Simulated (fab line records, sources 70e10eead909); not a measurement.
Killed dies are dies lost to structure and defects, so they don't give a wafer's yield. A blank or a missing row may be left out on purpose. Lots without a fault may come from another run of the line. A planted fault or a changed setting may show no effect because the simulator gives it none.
A struck lot beside a sound one | flow nand_harc | 21 steps out of a route of 1302
Sound: wafers L946.3, L946.4, L946.5. Struck: wafers L963.1, L963.4, L963.5. The cause comes at the end.
At each step with rows: each side's tool, then ch and its chambers, then its first start. Under that, the readings that differ: sound wafers | struck wafers | difference of the means | sigmas: that difference in standard deviations of wafers without a fault.
alike: readings whose means differ by less than 2 such deviations, and words and numbers that are the same on both sides. not compared: withheld readings, readings that some wafer has no value for, bounds like >300 that may hide the same value, and numbers for which the record gives no deviation and whose values overlap.
The two part at a step that has a row with sigmas, a row that says differs or no value, or rows on one side only. Numbers that don't overlap but have no deviation are shown without sigmas and don't part them. A reading that every wafer of one side lacks parts them only if that side has two wafers or more.

NHARC_A_BLC_CMP_25: polishes, t overpolish 30 s, target thk 150 nm.
  sound on cmp-03 ch 0,3, day 23 03:27; struck on cmp-02 ch 0,1, day 30 04:28
  alike: motor_current_A, overpolish_run_s, time_to_endpoint_s
then, 1 step without rows for these wafers: NHARC_A_BLC_SRD_27.
NHARC_A_BLC_INSPECT_28:
  sound on defect_inspect-02, day 23 03:51; struck on defect_inspect-01, day 30 04:52
  alike: raw_defect_count
then, 8 steps without rows for these wafers: NHARC_A_M0_DEP_00 (deposits SiOC, target thk 150 nm); NHARC_A_M0_DEHYDRATE_01 (time 120 s); NHARC_A_M0_HMDS_02 (time 30 s); NHARC_A_M0_COAT_33 (time 65 s); NHARC_A_M0_COAT_03 (resist thk 90 nm); NHARC_A_M0_SOFTBAKE_04 (time 55 s); NHARC_A_M0_EBR_05; NHARC_A_M0_EXPOSE_06 (exposes mask A M0, target cd 80 nm).
NHARC_A_M0_PEB_07: peb time 65 s.
  sound on litho_track-01 ch 0, day 23 04:41; struck on litho_track-04 ch 0, day 30 05:41
then, 1 step without rows for these wafers: NHARC_A_M0_DEVELOP_08 (develop time 35 s).
NHARC_A_M0_CD_MEAS_09: target cd 80 nm.
  sound on cd_sem-03 ch 0, day 23 04:46; struck on cd_sem-02 ch 0, day 30 05:46
  reading    | sound          | struck         | difference | sigmas
  cd_nm (nm) | 80.1 80.5 80.5 | 84.0 83.4 82.7 | +3.0       | +4
NHARC_A_M0_OVL_MEAS_10: pitch 160 nm.
  sound on overlay-01, day 23 04:50; struck on overlay-01, day 30 05:51
  alike: overlay_x_nm, overlay_y_nm
NHARC_A_M0_INSPECT_11:
  sound on defect_inspect-01, day 23 04:53; struck on defect_inspect-02, day 30 05:53
  alike: raw_defect_count
NHARC_A_M0_DESCUM_14: chemistry O2, time 3 s.
  sound on rie_diel-09 ch 0,2, day 23 04:57; struck on rie_diel-09 ch 0,1,2, day 30 05:58
  reading               | sound            | struck           | difference | sigmas
  model.A_M0.cd_nm (nm) | 80.2 80.02 80.49 | 84.09 83.41 82.9 | +3.23      |
  alike: drypump_motor_current_A, oes_product_au, rf_vpp_V, showerhead_plenum_p_Torr, throttle_valve_pct
  not compared: rf_hours_counter_h
NHARC_A_M0_ETCH_34: etches the open film in N2/H2, target depth 40 nm, overetch 12 nm, time 43.94 s.
  sound on rie_diel-09 ch 1,3, day 23 05:02; struck on rie_diel-09 ch 1,2, day 30 06:02
  alike: drypump_motor_current_A, n2_flow_sccm, oes_product_au, rf_vpp_V, showerhead_plenum_p_Torr, throttle_valve_pct
  not compared: rf_hours_counter_h
NHARC_A_M0_ETCH_15: etches the open film in C4F8/Ar, target depth 150 nm, overetch 15 nm, time 82.5 s.
  sound on rie_diel-09 ch 2,3; struck on rie_diel-09 ch 1,3
  reading               | sound             | struck            | difference | sigmas
  model.A_M0.cd_nm (nm) | 79.88 79.45 80.05 | 84.24 83.19 83.04 | +3.70      |
  alike: oes_product_au, rf_vpp_V
  not compared: rf_hours_counter_h
NHARC_A_M0_CD_MEAS_16:
  sound on cd_sem-01, day 23 05:15; struck on cd_sem-03, day 30 06:16
  reading    | sound          | struck         | difference | sigmas
  cd_nm (nm) | 79.9 79.7 79.8 | 84.7 83.0 83.1 | +3.8       | +5
then, 1 step without rows for these wafers: NHARC_END_SORT_01.

WHERE THEY PART
First at NHARC_A_M0_CD_MEAS_09; last, within this record, at NHARC_A_M0_CD_MEAS_16.

WHY: what the simulator had put in
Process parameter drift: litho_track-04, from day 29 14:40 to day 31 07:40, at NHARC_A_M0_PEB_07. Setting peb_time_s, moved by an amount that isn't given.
